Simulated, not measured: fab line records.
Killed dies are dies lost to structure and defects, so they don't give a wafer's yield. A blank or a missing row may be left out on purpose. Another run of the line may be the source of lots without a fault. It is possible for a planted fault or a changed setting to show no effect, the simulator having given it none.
fab line records -- flow n5_finfet
record: lots: 7, wafers: 39
route steps=1938 shown BEOL_M6@1239 BEOL_M8@1332
start_h: hours from the record's first day to the start of the lot's first wafer shown -- wait_h: time in hours since the lot's previous step -- " as in the row above -- L1.1+2: one row covering several wafers at once -- - either no value or no given start -- * or withheld: withheld -- < > ~ a bound
route shown NAME@n: a module of which the file shows steps, and the number in the route of the first -- usual: mean and standard deviation over wafers with no fault -- same: alike in all rows -- chamber/n: place in a boat -- sites: readings site by site -- _std_site: the values' standard deviation -- _edge_site: the outer-site mean with the inner-site mean subtracted -- radius_mm: for every site, how far away it sits from the centre of the wafer -- mask NAME#n: copy n -- behind: the last tool/chamber to shape the wafer -- hold: cause of the lot's hold/its duration in hours/its outcome -- device: which transistor (n, p or np) failed to switch -- end of line: the same wafers' tests at the end of the route -- for a step that has no rows: nothing shown but its recipe -- killed: count of dies lost to structure and defects at first sort (not the wafer's yield) -- map: per-die view of a wafer (x killed, . not killed, _ where there is no die)
set.NAME: the setting the step ran with; set.NAME@STEP: the setting that earlier step ran with -- model.NAME: the simulator's own value behind a step, which no gauge read
lots where settings were altered on purpose, with a table for each step and a row for each wafer
== steps ==
step: N5_BEOL_M6_TRENCH_ETCH_37
recipe: chemistry: C4F6/O2, target_depth_a: 944.35, target: SiCOH_lowk, time_s: 31.5, ion_energy_ev: 250, pressure_mtorr: 30, source_w: 345, bias_w: 185, Ar_flow_sccm: 300, C4F6_flow_sccm: 10, O2_flow_sccm: 10
lot.wafer,tool,chamber,start_h,wait_h,set.time_s,model.etch.depth_nm,model.BEOL_M6.feature_depth_nm,model.TiN_of_BEOL_M6_HM_DEP_02.thk_nm
L079.1,rie_diel-03,0,-,-,31.5,92.74,92.8,17.4
L079.2,rie_diel-03,2,-,-,31.5,95.78,95.8,17
L079.3,rie_diel-03,3,-,-,31.5,94.45,94.4,17
L079.4,rie_diel-03,0,-,-,31.5,92.42,92.4,17.2
L079.5,rie_diel-03,2,-,-,31.5,95.59,95.6,17
L079.6,rie_diel-03,3,-,-,31.5,94.33,94.4,17
L080.1,rie_diel-03,3,-,-,37.61,114.2,114.2,16
L080.2,rie_diel-03,2,-,-,31.5,96.59,96.6,17
L080.3,rie_diel-03,0,-,-,31.5,95.28,95.2,17
L080.4,rie_diel-03,0,-,-,37.61,113.7,113.6,16.2
L080.5,rie_diel-03,2,-,-,37.61,114.6,114.6,16.2
L080.6,rie_diel-03,3,-,-,31.5,96.33,96.4,17.2
L081.1,rie_diel-05,2,-,-,31.5,96.53,96.6,17.2
L081.2,rie_diel-05,3,-,-,31.5,92.85,92.8,17.4
L081.3,rie_diel-05,0,-,-,31.5,94.07,94,17.2
L081.4,rie_diel-05,1,-,-,31.5,95.04,95,17.2
L081.5,rie_diel-05,2,-,-,31.5,96.68,96.6,17.2
L081.6,rie_diel-05,1,-,-,31.5,94.32,94.4,16.8
L084.1,rie_diel-03,2,-,-,47.24,141.3,141.4,16.6
L084.2,rie_diel-03,3,-,-,31.5,92.45,92.4,17.4
L084.3,rie_diel-03,0,-,-,47.24,139.1,139,16.2
L084.4,rie_diel-03,1,-,-,31.5,92.06,92,18
L084.5,rie_diel-03,3,-,-,31.5,92.35,92.4,17.4
L084.6,rie_diel-03,0,-,-,47.24,138.9,138.8,16
L089.1,rie_diel-05,2,-,-,44.24,137.4,137.4,15.8
L089.2,rie_diel-05,1,-,-,44.24,134.4,134.4,16.4
L089.3,rie_diel-05,0,-,-,31.5,94.06,94,17.6
L089.4,rie_diel-05,3,-,-,31.5,94.38,94.4,17
L089.5,rie_diel-05,1,-,-,44.24,134.9,135,16.4
L089.6,rie_diel-05,2,-,-,31.5,97.08,97,16.8
L090.1,rie_diel-01,0,-,-,31.5,92.04,92,17.2
L090.2,rie_diel-01,1,-,-,31.5,96.37,96.4,17
L090.3,rie_diel-01,3,-,-,31.5,93.06,93,16.8
L095.1,rie_diel-03,1,-,-,31.5,91,91,17
L095.2,rie_diel-03,2,-,-,31.5,93.86,93.8,16.8
L095.3,rie_diel-03,3,-,-,31.5,93.84,93.8,16.8
L095.4,rie_diel-03,0,-,-,37.65,110.2,110.2,16.6
L095.5,rie_diel-03,2,-,-,37.65,112.6,112.6,16.2
L095.6,rie_diel-03,3,-,-,37.65,111.8,111.8,16.6
step: N5_BEOL_M6_ETCH_41
recipe: chemistry: CH3F/O2, target: SiCN, target_depth_a: 297, taper_deg: 2, time_s: 52, ion_energy_ev: 120, mask_material: TiN, pressure_mtorr: 30, source_w: 395, bias_w: 75, Ar_flow_sccm: 150, CH3F_flow_sccm: 30, O2_flow_sccm: 20
step: N5_BEOL_M6_STRIP_80
recipe: chemistry: N2/H2, time_s: 10, power_w: 450, temp_c: 40, pressure_mtorr: 20, rf_frequency_hz: 6e+07, bias_power_w: 7, n2_flow_sccm: 200, h2_flow_sccm: 200
step: N5_BEOL_M6_OCD_MEAS_38
usual: trench_depth_nm: 94.2/1.8
lot.wafer,tool,chamber,start_h,wait_h,set.time_s@BEOL_M6_TRENCH_ETCH_37,trench_depth_nm
L079.1,ocd-02,-,280.74,-,31.5,92.5
L079.2,ocd-02,-,280.74,-,31.5,95.1
L079.3,ocd-02,-,280.74,-,31.5,94.1
L079.4,ocd-02,-,280.74,-,31.5,92.3
L079.5,ocd-02,-,280.74,-,31.5,95.2
L079.6,ocd-02,-,280.74,-,31.5,93.9
L080.1,ocd-02,-,281.14,-,37.61,113.9
L080.2,ocd-02,-,281.14,-,31.5,96.3
L080.3,ocd-02,-,281.14,-,31.5,95.4
L080.4,ocd-02,-,281.14,-,37.61,113.5
L080.5,ocd-02,-,281.14,-,37.61,114.5
L080.6,ocd-02,-,281.14,-,31.5,96.5
L081.1,ocd-02,-,287.62,-,31.5,97.0
L081.2,ocd-02,-,287.62,-,31.5,92.8
L081.3,ocd-02,-,287.62,-,31.5,93.6
L081.4,ocd-02,-,287.62,-,31.5,94.9
L081.5,ocd-02,-,287.62,-,31.5,96.9
L081.6,ocd-02,-,287.62,-,31.5,94.5
L084.1,ocd-02,-,314.89,-,47.24,141.1
L084.2,ocd-02,-,314.89,-,31.5,92.4
L084.3,ocd-02,-,314.89,-,47.24,139.4
L084.4,ocd-02,-,314.89,-,31.5,91.5
L084.5,ocd-02,-,314.89,-,31.5,92.7
L084.6,ocd-02,-,314.89,-,47.24,138.6
L089.1,ocd-02,-,329.51,-,44.24,138.0
L089.2,ocd-02,-,329.51,-,44.24,134.3
L089.3,ocd-02,-,329.51,-,31.5,94.4
L089.4,ocd-02,-,329.51,-,31.5,94.3
L089.5,ocd-02,-,329.51,-,44.24,135.1
L089.6,ocd-02,-,329.51,-,31.5,97.6
L090.1,ocd-02,-,332.97,-,31.5,92.6
L090.2,ocd-02,-,332.97,-,31.5,96.8
L090.3,ocd-02,-,332.97,-,31.5,93.0
L095.1,ocd-01,-,365.21,-,31.5,91.7
L095.2,ocd-01,-,365.21,-,31.5,93.8
L095.3,ocd-01,-,365.21,-,31.5,93.7
L095.4,ocd-01,-,365.21,-,37.65,110.5
L095.5,ocd-01,-,365.21,-,37.65,112.5
L095.6,ocd-01,-,365.21,-,37.65,112.0
step: N5_BEOL_M6_HM_STRIP_39
recipe: chemistry: peroxide_tin_strip, material: TiN, target_depth_a: 250, temp_c: 50, time_s: 158
step: N5_BEOL_M6_SRD_40
recipe: time_s: 30, temp_c: 23, rinse_liquid: diw, dry: ipa_marangoni
step: N5_BEOL_M6_ECD_50
recipe: material: Cu, target_thk_a: 3000
step: N5_BEOL_M6_ANNEAL_51
recipe: temp_c: 225, time_s: 90, ambient: N2
step: N5_BEOL_M6_CMP_52
recipe: stop_on: SiCOH_lowk, t_overpolish_s: 6.9, down_force_psi: 1, platen_rpm: 50, clearing_platen_down_force_psi: 1.5, clearing_platen_rpm: 50, post_cmp_clean: cu_alkaline, target_thk_nm: 80, clearing_platen_pad_velocity_m_s: 0.99484, pad_velocity_m_s: 0.99484
lot.wafer,tool,chamber,start_h,wait_h,set.time_s@BEOL_M6_TRENCH_ETCH_37,model.Cu_of_BEOL_M6_ECD_50.thk_nm
L079.2,cmp-03,2,282.50,0.2,31.5,82
L079.3,cmp-03,3,282.50,0.2,31.5,78.4
L079.1+6,cmp-03,"0,3",282.50,0.2,31.5,79
L079.4,cmp-03,1,282.50,0.2,31.5,76.2
L079.5,cmp-03,2,282.50,0.2,31.5,81
L080.3,cmp-03,0,284.67,0.2,31.5,83.2
L080.2,cmp-03,1,284.67,0.2,31.5,80.8
L080.1,cmp-03,2,284.67,0.2,37.61,99.8
L080.4,cmp-03,3,284.67,0.2,37.61,99
L080.5,cmp-03,0,284.67,0.2,37.61,100
L080.6,cmp-03,1,284.67,0.2,31.5,79.8
L081.1,cmp-03,3,289.38,0.3,31.5,81
L081.2,cmp-03,0,289.38,0.3,31.5,79.6
L081.4+3,cmp-03,"1,2",289.38,0.3,31.5,80.6
L081.6,cmp-03,3,289.38,0.3,31.5,79.4
L081.5,cmp-03,0,289.38,0.3,31.5,83
L084.2,cmp-01,1,318.07,0.2,31.5,77.2
L084.1,cmp-01,2,318.07,0.2,47.24,128.2
L084.4,cmp-01,3,318.07,0.2,31.5,79.2
L084.3,cmp-01,0,318.07,0.2,47.24,125.6
L084.6,cmp-01,1,318.07,0.2,47.24,125
L084.5,cmp-01,2,318.07,0.2,31.5,78.6
L089.2,cmp-01,2,331.35,0.2,44.24,119.6
L089.4,cmp-01,3,331.35,0.2,31.5,80.4
L089.1,cmp-01,0,331.35,0.2,44.24,122.2
L089.3,cmp-01,1,331.35,0.2,31.5,80
L089.5,cmp-01,2,331.35,0.2,44.24,120.2
L089.6,cmp-01,3,331.35,0.2,31.5,84.2
L090.3,cmp-03,2,336.10,0.2,31.5,77
L090.2,cmp-03,3,336.10,0.2,31.5,79.4
L090.1,cmp-03,0,336.10,0.2,31.5,77.2
L095.3,cmp-03,0,368.06,0.2,31.5,79.6
L095.2,cmp-03,1,368.06,0.2,31.5,77.2
L095.1,cmp-03,2,368.06,0.2,31.5,75.2
L095.4,cmp-03,3,368.06,0.2,37.65,94.4
L095.5,cmp-03,0,368.06,0.2,37.65,97.8
L095.6,cmp-03,1,368.06,0.2,37.65,95.2
step: N5_BEOL_M6_THK_MEAS_53
recipe: thk_meas_gauge: xrf, reads: Cu_of_BEOL_M6_ECD_50
usual: M6_THK: 80.9/2.2
lot.wafer,tool,chamber,start_h,wait_h,set.time_s@BEOL_M6_TRENCH_ETCH_37,M6_THK[nm]
L079.1,film_metro-01,-,282.80,-,31.5,80.5
L079.2,film_metro-01,-,282.80,-,31.5,84.1
L079.3,film_metro-01,-,282.80,-,31.5,80.3
L079.4,film_metro-01,-,282.80,-,31.5,78.3
L079.5,film_metro-01,-,282.80,-,31.5,83.0
L079.6,film_metro-01,-,282.80,-,31.5,80.6
L080.1,film_metro-01,-,284.96,-,37.61,101.1
L080.2,film_metro-01,-,284.96,-,31.5,81.8
L080.3,film_metro-01,-,284.96,-,31.5,83.5
L080.4,film_metro-01,-,284.96,-,37.61,100.0
L080.5,film_metro-01,-,284.96,-,37.61,100.7
L080.6,film_metro-01,-,284.96,-,31.5,80.6
L081.1,film_metro-01,-,289.68,-,31.5,82.3
L081.2,film_metro-01,-,289.68,-,31.5,81.1
L081.3,film_metro-01,-,289.68,-,31.5,81.9
L081.4,film_metro-01,-,289.68,-,31.5,82.2
L081.5,film_metro-01,-,289.68,-,31.5,84.3
L081.6,film_metro-01,-,289.68,-,31.5,80.9
L084.1,film_metro-01,-,318.37,-,47.24,130.5
L084.2,film_metro-01,-,318.37,-,31.5,78.3
L084.3,film_metro-01,-,318.37,-,47.24,127.3
L084.4,film_metro-01,-,318.37,-,31.5,80.5
L084.5,film_metro-01,-,318.37,-,31.5,79.6
L084.6,film_metro-01,-,318.37,-,47.24,126.6
L089.1,film_metro-02,-,331.64,-,44.24,124.7
L089.2,film_metro-02,-,331.64,-,44.24,121.8
L089.3,film_metro-02,-,331.64,-,31.5,81.0
L089.4,film_metro-02,-,331.64,-,31.5,81.9
L089.5,film_metro-02,-,331.64,-,44.24,122.6
L089.6,film_metro-02,-,331.64,-,31.5,85.8
L090.1,film_metro-02,-,336.36,-,31.5,78.5
L090.2,film_metro-02,-,336.36,-,31.5,81.2
L090.3,film_metro-02,-,336.36,-,31.5,78.7
L095.1,film_metro-02,-,368.35,-,31.5,76.9
L095.2,film_metro-02,-,368.35,-,31.5,79.2
L095.3,film_metro-02,-,368.35,-,31.5,81.7
L095.4,film_metro-02,-,368.35,-,37.65,96.3
L095.5,film_metro-02,-,368.35,-,37.65,99.9
L095.6,film_metro-02,-,368.35,-,37.65,97.7
step: N5_BEOL_M6_PRE_CLEAN_55
recipe: gas: NH3, time_s: 15, temp_c: withheld, rf_power_w: 300
step: N5_BEOL_M6_DEP_56
recipe: material: SiCN, target_thk_a: 100, temp_c: withheld, precursor: 3MS/NH3, pressure_torr: 3, rf_w: 202, time_s: 17.5
step: N5_BEOL_M6_RS_MEAS_57
recipe: thk_meas_gauge: four-point-probe, reads: Cu_of_BEOL_M6_ECD_50+Co_of_BEOL_M6_CVD_78+TaN_of_BEOL_M6_ALD_77
usual: M6_RS: 0.288/0.009
lot.wafer,tool,chamber,start_h,wait_h,set.time_s@BEOL_M6_TRENCH_ETCH_37,M6_RS[ohm/sq]
L079.1,film_metro-02,-,282.93,0.1,31.5,0.290
L079.2,film_metro-02,-,282.93,0.1,31.5,0.278
L079.3,film_metro-02,-,282.93,0.1,31.5,0.293
L079.4,film_metro-02,-,282.93,0.1,31.5,0.302
L079.5,film_metro-02,-,282.93,0.1,31.5,0.282
L079.6,film_metro-02,-,282.93,0.1,31.5,0.290
L080.1,film_metro-02,-,285.12,0.1,37.61,0.221
L080.2,film_metro-02,-,285.12,0.1,31.5,0.282
L080.3,film_metro-02,-,285.12,0.1,31.5,0.273
L080.4,film_metro-02,-,285.12,0.1,37.61,0.223
L080.5,film_metro-02,-,285.12,0.1,37.61,0.220
L080.6,film_metro-02,-,285.12,0.1,31.5,0.286
L081.1,film_metro-02,-,289.81,0.1,31.5,0.281
L081.2,film_metro-02,-,289.81,0.1,31.5,0.288
L081.3,film_metro-02,-,289.81,0.1,31.5,0.283
L081.4,film_metro-02,-,289.81,0.1,31.5,0.283
L081.5,film_metro-02,-,289.81,0.1,31.5,0.274
L081.6,film_metro-02,-,289.81,0.1,31.5,0.288
L084.1,film_metro-01,-,318.50,0.1,47.24,0.167
L084.2,film_metro-01,-,318.50,0.1,31.5,0.297
L084.3,film_metro-01,-,318.50,0.1,47.24,0.171
L084.4,film_metro-01,-,318.50,0.1,31.5,0.290
L084.5,film_metro-01,-,318.50,0.1,31.5,0.292
L084.6,film_metro-01,-,318.50,0.1,47.24,0.171
L089.1,film_metro-02,-,331.78,0.1,44.24,0.176
L089.2,film_metro-02,-,331.78,0.1,44.24,0.180
L089.3,film_metro-02,-,331.78,0.1,31.5,0.286
L089.4,film_metro-02,-,331.78,0.1,31.5,0.284
L089.5,film_metro-02,-,331.78,0.1,44.24,0.179
L089.6,film_metro-02,-,331.78,0.1,31.5,0.269
L090.1,film_metro-01,-,336.49,0.1,31.5,0.298
L090.2,film_metro-01,-,336.49,0.1,31.5,0.288
L090.3,film_metro-01,-,336.49,0.1,31.5,0.299
L095.1,film_metro-01,-,368.48,0.1,31.5,0.307
L095.2,film_metro-01,-,368.48,0.1,31.5,0.298
L095.3,film_metro-01,-,368.48,0.1,31.5,0.287
L095.4,film_metro-01,-,368.48,0.1,37.65,0.236
L095.5,film_metro-01,-,368.48,0.1,37.65,0.226
L095.6,film_metro-01,-,368.48,0.1,37.65,0.233
step: N5_BEOL_M8_ILD_DEP_00
recipe: material: SiCOH_lowk, target_thk_a: 1797.5, temp_c: 300, precursor: DEMS/porogen, pressure_torr: 5, rf_w: 500, time_s: 33.4
lot.wafer,tool,chamber,start_h,wait_h,set.target_thk_a,model.SiCOH_lowk_of_BEOL_M8_ILD_DEP_00.thk_nm
L079.1,pecvd-01,1,289.75,0.0,1797.5,178.8
L079.2,pecvd-01,2,289.75,0.0,2435,244.2
L079.3,pecvd-01,0,289.75,0.0,2435,242.8
L079.4,pecvd-01,2,289.75,0.0,2435,246.4
L079.5,pecvd-01,0,289.75,0.0,1797.5,181.4
L079.6,pecvd-01,1,289.75,0.0,1797.5,181.6
L080.1,pecvd-01,1,293.45,0.0,1797.5,178.6
L080.2,pecvd-01,0,293.45,0.0,1797.5,179.4
L080.3,pecvd-01,2,293.45,0.0,1797.5,181.2
L080.4,pecvd-01,1,293.45,0.0,1797.5,182.4
L080.5,pecvd-01,2,293.45,0.0,1797.5,184.6
L080.6,pecvd-01,0,293.45,0.0,1797.5,182.6
L081.1+3,pecvd-01,"2,0",300.33,0.1,1797.5,179.6
L081.2,pecvd-01,1,300.33,0.1,1249,123.4
L081.4,pecvd-01,2,300.33,0.1,1797.5,180.6
L081.5,pecvd-01,1,300.33,0.1,1249,125
L081.6,pecvd-01,0,300.33,0.1,1249,127.2
L084.1,pecvd-03,0,326.63,0.0,1797.5,179
L084.2,pecvd-03,2,326.63,0.0,1797.5,176.2
L084.3,pecvd-03,1,326.63,0.0,1797.5,177.6
L084.4,pecvd-03,1,326.63,0.0,1797.5,182.8
L084.5,pecvd-03,0,326.63,0.0,1797.5,181.2
L084.6,pecvd-03,2,326.63,0.0,1797.5,178
L089.1,pecvd-01,2,340.23,0.0,1797.5,182.4
L089.2,pecvd-01,0,340.23,0.0,1797.5,180
L089.3,pecvd-01,1,340.23,0.0,1797.5,176
L089.4,pecvd-01,2,340.23,0.0,1797.5,185.4
L089.5,pecvd-01,1,340.23,0.0,1797.5,180.6
L089.6,pecvd-01,0,340.23,0.0,1797.5,180.2
L090.1,pecvd-03,0,347.96,0.0,1797.5,178.2
L090.2,pecvd-03,2,347.96,0.0,1797.5,180.4
L090.3,pecvd-03,1,347.96,0.0,1797.5,181.4
L095.1,pecvd-03,2,377.40,0.0,1797.5,179.6
L095.2,pecvd-03,1,377.40,0.0,1797.5,178.8
L095.3,pecvd-03,0,377.40,0.0,1797.5,179
L095.4,pecvd-03,0,377.40,0.0,1797.5,179.8
L095.5,pecvd-03,2,377.40,0.0,1797.5,182.2
L095.6,pecvd-03,1,377.40,0.0,1797.5,181.2
step: N5_BEOL_M8_CURE_74
recipe: temp_c: 385, time_s: 240, ambient: He/Ar, material: SiCOH_lowk
lot.wafer,tool,chamber,start_h,wait_h,set.target_thk_a@BEOL_M8_ILD_DEP_00,model.SiCOH_lowk_of_BEOL_M8_ILD_DEP_00.thk_nm
L079.1,uv_cure-01,0,289.81,0.0,1797.5,154.2
L079.2,uv_cure-01,0,289.81,0.0,2435,211.4
L079.3,uv_cure-01,0,289.81,0.0,2435,210.2
L079.4,uv_cure-01,0,289.81,0.0,2435,213.4
L079.5,uv_cure-01,0,289.81,0.0,1797.5,156.4
L079.6,uv_cure-01,0,289.81,0.0,1797.5,156.6
L080.1,uv_cure-02,0,293.52,0.0,1797.5,154
L080.2,uv_cure-02,0,293.52,0.0,1797.5,154.8
L080.3,uv_cure-02,0,293.52,0.0,1797.5,156.4
L080.4,uv_cure-02,0,293.52,0.0,1797.5,157.4
L080.5,uv_cure-02,0,293.52,0.0,1797.5,159.2
L080.6,uv_cure-02,0,293.52,0.0,1797.5,157.6
L081.1,uv_cure-03,1,300.40,0.0,1797.5,155
L081.2,uv_cure-03,1,300.40,0.0,1249,106.2
L081.3,uv_cure-03,1,300.40,0.0,1797.5,154.8
L081.4,uv_cure-03,1,300.40,0.0,1797.5,155.8
L081.5,uv_cure-03,1,300.40,0.0,1249,107.4
L081.6,uv_cure-03,1,300.40,0.0,1249,109.4
L084.1,uv_cure-02,0,326.70,0.0,1797.5,154.4
L084.2,uv_cure-02,0,326.70,0.0,1797.5,152
L084.3,uv_cure-02,0,326.70,0.0,1797.5,153.2
L084.4,uv_cure-02,0,326.70,0.0,1797.5,157.6
L084.5,uv_cure-02,0,326.70,0.0,1797.5,156.2
L084.6,uv_cure-02,0,326.70,0.0,1797.5,153.6
L089.1,uv_cure-02,0,340.30,0.0,1797.5,157.4
L089.2,uv_cure-02,0,340.30,0.0,1797.5,155.2
L089.3,uv_cure-02,0,340.30,0.0,1797.5,151.6
L089.4,uv_cure-02,0,340.30,0.0,1797.5,160
L089.5,uv_cure-02,0,340.30,0.0,1797.5,155.8
L089.6,uv_cure-02,0,340.30,0.0,1797.5,155.4
L090.1,uv_cure-02,2,348.02,0.0,1797.5,153.6
L090.2,uv_cure-02,2,348.02,0.0,1797.5,155.6
L090.3,uv_cure-02,2,348.02,0.0,1797.5,156.4
L095.1,uv_cure-03,1,377.46,0.0,1797.5,155
L095.2,uv_cure-03,1,377.46,0.0,1797.5,154.2
L095.3,uv_cure-03,1,377.46,0.0,1797.5,154.4
L095.4,uv_cure-03,1,377.46,0.0,1797.5,155.2
L095.5,uv_cure-03,1,377.46,0.0,1797.5,157.2
L095.6,uv_cure-03,1,377.46,0.0,1797.5,156.4
step: N5_BEOL_M8_THK_MEAS_01
recipe: reads: SiCOH_lowk_of_BEOL_M8_ILD_DEP_00
usual: M8_ILD_THK: 155.1/2
lot.wafer,tool,chamber,start_h,wait_h,set.target_thk_a@BEOL_M8_ILD_DEP_00,M8_ILD_THK[nm]
L079.1,film_metro-01,-,290.33,0.4,1797.5,154.2
L079.2,film_metro-01,-,290.33,0.4,2435,211.2
L079.3,film_metro-01,-,290.33,0.4,2435,210.1
L079.4,film_metro-01,-,290.33,0.4,2435,213.4
L079.5,film_metro-01,-,290.33,0.4,1797.5,156.5
L079.6,film_metro-01,-,290.33,0.4,1797.5,156.6
L080.1,film_metro-02,-,294.03,0.4,1797.5,153.9
L080.2,film_metro-02,-,294.03,0.4,1797.5,154.7
L080.3,film_metro-02,-,294.03,0.4,1797.5,156.3
L080.4,film_metro-02,-,294.03,0.4,1797.5,157.3
L080.5,film_metro-02,-,294.03,0.4,1797.5,159.1
L080.6,film_metro-02,-,294.03,0.4,1797.5,157.7
L081.1,film_metro-01,-,300.91,0.4,1797.5,155.0
L081.2,film_metro-01,-,300.91,0.4,1249,106.3
L081.3,film_metro-01,-,300.91,0.4,1797.5,154.7
L081.4,film_metro-01,-,300.91,0.4,1797.5,155.7
L081.5,film_metro-01,-,300.91,0.4,1249,107.4
L081.6,film_metro-01,-,300.91,0.4,1249,109.3
L084.1,film_metro-02,-,327.21,0.4,1797.5,154.3
L084.2,film_metro-02,-,327.21,0.4,1797.5,151.8
L084.3,film_metro-02,-,327.21,0.4,1797.5,153.1
L084.4,film_metro-02,-,327.21,0.4,1797.5,157.7
L084.5,film_metro-02,-,327.21,0.4,1797.5,156.2
L084.6,film_metro-02,-,327.21,0.4,1797.5,153.5
L089.1,film_metro-01,-,340.81,0.4,1797.5,157.4
L089.2,film_metro-01,-,340.81,0.4,1797.5,155.2
L089.3,film_metro-01,-,340.81,0.4,1797.5,151.8
L089.4,film_metro-01,-,340.81,0.4,1797.5,159.9
L089.5,film_metro-01,-,340.81,0.4,1797.5,155.8
L089.6,film_metro-01,-,340.81,0.4,1797.5,155.4
L090.1,film_metro-02,-,348.54,0.4,1797.5,153.8
L090.2,film_metro-02,-,348.54,0.4,1797.5,155.6
L090.3,film_metro-02,-,348.54,0.4,1797.5,156.4
L095.1,film_metro-02,-,377.98,0.4,1797.5,154.9
L095.2,film_metro-02,-,377.98,0.4,1797.5,154.2
L095.3,film_metro-02,-,377.98,0.4,1797.5,154.6
L095.4,film_metro-02,-,377.98,0.4,1797.5,155.2
L095.5,film_metro-02,-,377.98,0.4,1797.5,157.2
L095.6,film_metro-02,-,377.98,0.4,1797.5,156.3
== key ==
split: step: N5_BEOL_M6_TRENCH_ETCH_37, setting: time_s, stated: 31.5, by: wafer
response: step: N5_BEOL_M6_TRENCH_ETCH_37, reading: model.etch.depth_nm, change: +0.966, per: 1%, r: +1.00
response: step: N5_BEOL_M6_TRENCH_ETCH_37, reading: model.BEOL_M6.feature_depth_nm, change: +0.966, per: 1%, r: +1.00
response: step: N5_BEOL_M6_TRENCH_ETCH_37, reading: model.TiN_of_BEOL_M6_HM_DEP_02.thk_nm, change: -0.0266, per: 1%, r: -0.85
response: step: N5_BEOL_M6_OCD_MEAS_38, reading: trench_depth_nm, change: +0.965, per: 1%, r: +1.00
response: step: N5_BEOL_M6_CMP_52, reading: model.Cu_of_BEOL_M6_ECD_50.thk_nm, change: +0.96, per: 1%, r: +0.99
response: step: N5_BEOL_M6_THK_MEAS_53, reading: M6_THK, change: +0.978, per: 1%, r: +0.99
response: step: N5_BEOL_M6_RS_MEAS_57, reading: M6_RS, change: -0.00259, per: 1%, r: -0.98
split: step: N5_BEOL_M8_ILD_DEP_00, setting: target_thk_a, stated: 1797.5, by: wafer
response: step: N5_BEOL_M8_ILD_DEP_00, reading: model.SiCOH_lowk_of_BEOL_M8_ILD_DEP_00.thk_nm, change: +1.8, per: 1%, r: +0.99
response: step: N5_BEOL_M8_CURE_74, reading: model.SiCOH_lowk_of_BEOL_M8_ILD_DEP_00.thk_nm, change: +1.57, per: 1%, r: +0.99
response: step: N5_BEOL_M8_THK_MEAS_01, reading: M8_ILD_THK, change: +1.57, per: 1%, r: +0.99
